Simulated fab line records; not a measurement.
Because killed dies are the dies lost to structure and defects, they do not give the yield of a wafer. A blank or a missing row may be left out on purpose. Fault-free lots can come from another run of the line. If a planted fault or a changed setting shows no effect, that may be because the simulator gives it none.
Lot-split experiment || flow n5-finfet || 21 wafers read from 7 lots, route of 1938 steps

== ABOUT THE SPLIT ==
At N5_PASSIVATION_PECVD_35 (deposits SiNx from SiH4/NH3/N2, target thk 700 nm, time 151.3 s), the setting time-s was moved away from the recipe's 151.3 s on 6 of the 21 wafers read, by -6.0% to +13.8%. All remaining wafers had this setting at the recipe value.

The split's own step is where the reading is taken.

== THE READING ==
SiNx_of_PASSIVATION_PECVD_35.thk-nm (the simulator's own value, which no gauge read), in nm, at N5_PASSIVATION_PECVD_35 (deposits SiNx from SiH4/NH3/N2, target thk 700 nm, time 151.3 s). The file gives no usual value for it. Across the 15 wafers here that went through the recipe, the average is 695.5 nm and the standard deviation 9.3 nm.

{"wafer": "L081.2", "tool, chamber at the split": "pecvd-02, 0", "time-s as run, s": 151.3, "against the recipe": "recipe", "SiNx_of_PASSIVATION_PECVD_35.thk-nm, nm": 685, "against lot-mates on the recipe": "-"}
{"wafer": "L081.3", "tool, chamber at the split": "pecvd-02, 2", "time-s as run, s": 151.3, "against the recipe": "recipe", "SiNx_of_PASSIVATION_PECVD_35.thk-nm, nm": 675, "against lot-mates on the recipe": "-"}
{"wafer": "L081.4", "tool, chamber at the split": "pecvd-02, 0", "time-s as run, s": 151.3, "against the recipe": "recipe", "SiNx_of_PASSIVATION_PECVD_35.thk-nm, nm": 685.4, "against lot-mates on the recipe": "-"}
{"wafer": "L082.1", "tool, chamber at the split": "pecvd-01, 2", "time-s as run, s": 151.3, "against the recipe": "recipe", "SiNx_of_PASSIVATION_PECVD_35.thk-nm, nm": 692.8, "against lot-mates on the recipe": "-"}
{"wafer": "L082.4", "tool, chamber at the split": "pecvd-01, 1", "time-s as run, s": 151.3, "against the recipe": "recipe", "SiNx_of_PASSIVATION_PECVD_35.thk-nm, nm": 698, "against lot-mates on the recipe": "-"}
{"wafer": "L082.5", "tool, chamber at the split": "pecvd-01, 2", "time-s as run, s": 151.3, "against the recipe": "recipe", "SiNx_of_PASSIVATION_PECVD_35.thk-nm, nm": 691.2, "against lot-mates on the recipe": "-"}
{"wafer": "L083.1", "tool, chamber at the split": "pecvd-01, 1", "time-s as run, s": 151.3, "against the recipe": "recipe", "SiNx_of_PASSIVATION_PECVD_35.thk-nm, nm": 697.4, "against lot-mates on the recipe": "-"}
{"wafer": "L083.4", "tool, chamber at the split": "pecvd-01, 1", "time-s as run, s": 151.3, "against the recipe": "recipe", "SiNx_of_PASSIVATION_PECVD_35.thk-nm, nm": 704, "against lot-mates on the recipe": "-"}
{"wafer": "L083.6", "tool, chamber at the split": "pecvd-01, 1", "time-s as run, s": 151.3, "against the recipe": "recipe", "SiNx_of_PASSIVATION_PECVD_35.thk-nm, nm": 696.8, "against lot-mates on the recipe": "-"}
{"wafer": "L089.2", "tool, chamber at the split": "pecvd-04, 2", "time-s as run, s": 167.1, "against the recipe": "+10.4%", "SiNx_of_PASSIVATION_PECVD_35.thk-nm, nm": 778.6, "against lot-mates on the recipe": "+92.2"}
{"wafer": "L089.3", "tool, chamber at the split": "pecvd-04, 1", "time-s as run, s": 151.3, "against the recipe": "recipe", "SiNx_of_PASSIVATION_PECVD_35.thk-nm, nm": 686.4, "against lot-mates on the recipe": "-"}
{"wafer": "L089.6", "tool, chamber at the split": "pecvd-04, 1", "time-s as run, s": 167.1, "against the recipe": "+10.4%", "SiNx_of_PASSIVATION_PECVD_35.thk-nm, nm": 770.8, "against lot-mates on the recipe": "+84.4"}
{"wafer": "L092.4", "tool, chamber at the split": "pecvd-01, 0", "time-s as run, s": 142.2, "against the recipe": "-6.0%", "SiNx_of_PASSIVATION_PECVD_35.thk-nm, nm": 668.2, "against lot-mates on the recipe": -34.8}
{"wafer": "L092.5", "tool, chamber at the split": "pecvd-01, 1", "time-s as run, s": 151.3, "against the recipe": "recipe", "SiNx_of_PASSIVATION_PECVD_35.thk-nm, nm": 697.2, "against lot-mates on the recipe": "-"}
{"wafer": "L092.6", "tool, chamber at the split": "pecvd-01, 2", "time-s as run, s": 151.3, "against the recipe": "recipe", "SiNx_of_PASSIVATION_PECVD_35.thk-nm, nm": 708.8, "against lot-mates on the recipe": "-"}
{"wafer": "L094.2", "tool, chamber at the split": "pecvd-01, 0", "time-s as run, s": 164.7, "against the recipe": "+8.9%", "SiNx_of_PASSIVATION_PECVD_35.thk-nm, nm": 758.6, "against lot-mates on the recipe": "+53.2"}
{"wafer": "L094.4", "tool, chamber at the split": "pecvd-01, 2", "time-s as run, s": 164.7, "against the recipe": "+8.9%", "SiNx_of_PASSIVATION_PECVD_35.thk-nm, nm": 767.4, "against lot-mates on the recipe": "+62.0"}
{"wafer": "L094.6", "tool, chamber at the split": "pecvd-01, 0", "time-s as run, s": 151.3, "against the recipe": "recipe", "SiNx_of_PASSIVATION_PECVD_35.thk-nm, nm": 705.4, "against lot-mates on the recipe": "-"}
{"wafer": "L093.1", "tool, chamber at the split": "pecvd-02, 1", "time-s as run, s": 151.3, "against the recipe": "recipe", "SiNx_of_PASSIVATION_PECVD_35.thk-nm, nm": 700.4, "against lot-mates on the recipe": "-"}
{"wafer": "L093.3", "tool, chamber at the split": "pecvd-02, 0", "time-s as run, s": 172.2, "against the recipe": "+13.8%", "SiNx_of_PASSIVATION_PECVD_35.thk-nm, nm": 802.2, "against lot-mates on the recipe": "+97.9"}
{"wafer": "L093.5", "tool, chamber at the split": "pecvd-02, 2", "time-s as run, s": 151.3, "against the recipe": "recipe", "SiNx_of_PASSIVATION_PECVD_35.thk-nm, nm": 708.2, "against lot-mates on the recipe": "-"}

FIT RESULTS
A straight line over all 21 wafers: SiNx_of_PASSIVATION_PECVD_35.thk-nm changes by +7.34 nm for each +1% of time-s; r = +0.97; the points scatter about the line by 9.3 nm.
The same after taking each lot's own level away (the mean of its wafers on the recipe; 21 wafers): +7.29 nm for each +1%; r = +0.99; scatter 6.3 nm.
The reading moves by 1e+02 nm for the largest change in time-s, on that fit.
Measured against the standard deviation above, the lots' own levels, which go from 681.80 to 705.40 nm, span 2.5 times it.
Consequently the slope shifts little with the lot-to-lot level, the two slopes agreeing.
Check: for one of the wafers moved furthest among these (+13.8%), held out of the fit, the line's prediction against its lot-mates is +103 nm. It came out at +97.9 nm against them.

== THE WHOLE CHAIN: every reading that the file lists as answering this split, in the file's order ==
{"step": "N5_PASSIVATION_PECVD_35", "what it does": "deposits SiNx from SiH4/NH3/N2, target thk 700 nm, time 151.3 s", "reading": "SiNx_of_PASSIVATION_PECVD_35.thk-nm (the simulator's own value, which no gauge read)", "change (the file's fit)": "+7.22 nm for each +1% of the setting", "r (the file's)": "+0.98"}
{"step": "N5_PASSIVATION_PROBE_49", "what it does": "", "reading": "defect-limited-yield", "change (the file's fit)": "not straight: 92.5 at the lowest setting, 87.7 at the recipe, 3.3 at the highest", "r (the file's)": "not given"}
{"step": "N5_PASSIVATION_PROBE_49", "what it does": "", "reading": "killed-at-other", "change (the file's fit)": "not straight: 5 at the lowest setting, 3.8 at the recipe, 769 at the highest", "r (the file's)": "not given"}
{"step": "N5_PASSIVATION_PROBE_49", "what it does": "", "reading": "killed-dies", "change (the file's fit)": "not straight: 89 at the lowest setting, 145 at the recipe, 1141 at the highest", "r (the file's)": "not given"}
{"step": "N5_PASSIVATION_PROBE_49", "what it does": "", "reading": "sort_bin_5_function", "change (the file's fit)": "not straight: 4.5 at the lowest setting, 7.3 at the recipe, 92.6 at the highest", "r (the file's)": "not given"}
{"step": "N5_PASSIVATION_PROBE_49", "what it does": "", "reading": "sort-n-pass", "change (the file's fit)": "not straight: 1091 at the lowest setting, 1035 at the recipe, 39 at the highest", "r (the file's)": "not given"}
{"step": "N5_PASSIVATION_PROBE_49", "what it does": "", "reading": "sort-yield-pct", "change (the file's fit)": "not straight: 92.5 at the lowest setting, 87.7 at the recipe, 3.3 at the highest", "r (the file's)": "not given"}

== THE FILE'S OWN FIT ==
SiNx_of_PASSIVATION_PECVD_35.thk-nm changes by +7.22 nm for each +1% of time-s, r = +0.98.
